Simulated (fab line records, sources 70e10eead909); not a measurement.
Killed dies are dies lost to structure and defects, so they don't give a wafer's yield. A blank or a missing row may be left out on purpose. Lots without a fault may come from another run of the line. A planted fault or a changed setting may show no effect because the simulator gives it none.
A struck lot beside a sound one | flow nand_harc | 34 steps out of a route of 1302
Sound: wafers L935.3, L935.5, L935.6. Struck: wafers L941.2, L941.4, L941.6. The cause comes at the end.
At each step with rows: each side's tool, then ch and its chambers, then its first start. Under that, the readings that differ: sound wafers | struck wafers | difference of the means | sigmas: that difference in standard deviations of wafers without a fault.
alike: readings whose means differ by less than 2 such deviations, and words and numbers that are the same on both sides. not compared: withheld readings, readings that some wafer has no value for, bounds like >300 that may hide the same value, and numbers for which the record gives no deviation and whose values overlap.
The two part at a step that has a row with sigmas, a row that says differs or no value, or rows on one side only. Numbers that don't overlap but have no deviation are shown without sigmas and don't part them. A reading that every wafer of one side lacks parts them only if that side has two wafers or more.

NHARC_A_CHANNEL_FILL_D1_ALD_25: deposits SiOx, target thk 60 nm, pulse time 10 s, ald cycles 600.
  sound on ald_hk-04 ch 0,1, day 11 16:19; struck on ald_hk-01 ch 0,3, day 13 23:07
  alike: heater_power_w, precursor_pulse_height_rel, susceptor_temp_C
NHARC_A_CHANNEL_FILL_D1_ETCHBACK_08: etches the open film in C4F8, target depth 220 nm, time 110 s.
  sound on rie_diel-07 ch 0,1; struck on rie_diel-05 ch 0,2
  alike: oes_product_au, rf_vpp_V
  not compared: rf_hours_counter_h
NHARC_A_CHANNEL_FILL_D1_STRIP_29: strips in O2, time 20 s.
  sound on rie_diel-07 ch 2,3; struck on rie_diel-05 ch 1,2, day 14 04:54
  alike: drypump_motor_current_A, oes_product_au, rf_vpp_V, showerhead_plenum_p_Torr, throttle_valve_pct
  not compared: rf_hours_counter_h
then, 5 steps without rows for these wafers: NHARC_A_CHANNEL_FILL_D1_PRECLEAN_30 (cleans in dHF, time 30 s); NHARC_A_CHANNEL_FILL_D1_SRD_31; NHARC_A_CHANNEL_FILL_D1_CVD_09 (deposits poly-Si, target thk 150 nm, time 3000 s); NHARC_A_CHANNEL_FILL_D1_CMP_10 (polishes, target thk 150 nm); NHARC_A_CHANNEL_FILL_D1_SRD_12.
NHARC_A_CHANNEL_FILL_D1_INSPECT_13:
  sound on defect_inspect-02, day 12 03:23; struck on defect_inspect-02, day 14 10:50
  alike: raw_defect_count
NHARC_A_DECK1_JOINT_ETCHBACK_07: etches the open film in HBr, target depth 105 nm, time 26.9 s.
  sound on rie_si-01 ch 1,2,3, day 12 03:29; struck on rie_si-01 ch 1,2,3, day 14 10:55
  alike: drypump_motor_current_A, oes_product_au, throttle_valve_pct
  not compared: rf_hours_counter_h
NHARC_A_DECK1_JOINT_ETCH_25: etches SiO2 in dHF, target depth 0.5 nm.
  sound on wet_bench-01 ch 2,3,6, day 12 03:35; struck on wet_bench-06 ch 2,3,4, day 14 11:03
then, 18 steps without rows for these wafers: NHARC_A_DECK1_JOINT_ETCH_19 (etches poly-Si in TMAH, target depth 3 nm); NHARC_A_DECK1_JOINT_ETCH_18 (etches SiO2 in dHF, target depth 3 nm); NHARC_A_DECK1_JOINT_WET_08 (chemistry H3PO4, time 86 s); NHARC_A_DECK1_JOINT_ETCH_09 (etches SiO2 in dHF, target depth 5 nm); NHARC_A_DECK1_JOINT_WET_10 (chemistry H3PO4, time 86 s); NHARC_A_DECK1_JOINT_ETCH_11 (etches SiO2 in dHF, target depth 35 nm); NHARC_A_DECK1_JOINT_CVD_12 (deposits poly-Si, target thk 90 nm, time 1800 s); NHARC_A_DECK1_JOINT_CMP_13 (polishes, target thk 51.023 nm); NHARC_A_DECK1_JOINT_SRD_04; NHARC_A_DECK1_JOINT_ETCHBACK_00 (etches the open film in HBr, target depth 30 nm, time 17.4 s); NHARC_A_DECK1_JOINT_PRECLEAN_30 (cleans in SC1); NHARC_A_DECK1_JOINT_SRD_31; NHARC_A_DECK1_JOINT_CVD_34 (deposits SiNx, target thk 20 nm); NHARC_A_DECK1_JOINT_DEP_06 (deposits SiOx, target thk 80 nm); NHARC_A_DECK1_JOINT_CURE_26 (time 32 s); NHARC_A_DECK1_JOINT_ANNEAL_27 (time 3600 s); NHARC_A_DECK1_JOINT_ANNEAL_28 (time 1800 s); NHARC_A_DECK1_JOINT_ANNEAL_29 (time 1800 s).
NHARC_A_DECK1_JOINT_CMP_02: polishes SiOx.
  sound on cmp-02 ch 1,2, day 13 12:31; struck on cmp-02 ch 0,3, day 15 23:04
  alike: edge_zone_pressure_frac, motor_current_A
then, 2 steps without rows for these wafers: NHARC_A_DECK1_JOINT_SRD_15; NHARC_A_DECK1_JOINT_DEP_16 (deposits SiO2, target thk 45 nm).
NHARC_A_DECK1_JOINT_INSPECT_05:
  sound on defect_inspect-01, day 13 13:13; struck on defect_inspect-02, day 15 23:46
  alike: raw_defect_count
-- the record jumps here: 12 days lie between the struck wafers' starts before and after (it left off in module A_DECK1_JOINT and takes up again in module END, whose first step shown is number 1302 of the route) --
NHARC_END_SORT_01:
  sound on prober-02 ch 0, day 25 15:23; struck on prober-01 ch 0, day 28 06:53
  reading         | sound    | struck                                                               | difference                   | sigmas
  hold            | - - -    | await_dispo/6.0h/scrap await_dispo/6.0h/scrap await_dispo/6.0h/scrap | no value on the sound wafers |
  killed_at_array | 73 80 86 | 673 670 674                                                          | +593                         | +22
  killed_dies     | 77 85 87 | 677 677 677                                                          | +594                         | +21
  killed_short    | 0 3 0    | 4 5 5                                                                | +4                           | +2
  alike: killed_at_other, killed_at_periphery, killed_open

WHERE THEY PART
Only at NHARC_END_SORT_01, within this record.

WHY: what the simulator had put in
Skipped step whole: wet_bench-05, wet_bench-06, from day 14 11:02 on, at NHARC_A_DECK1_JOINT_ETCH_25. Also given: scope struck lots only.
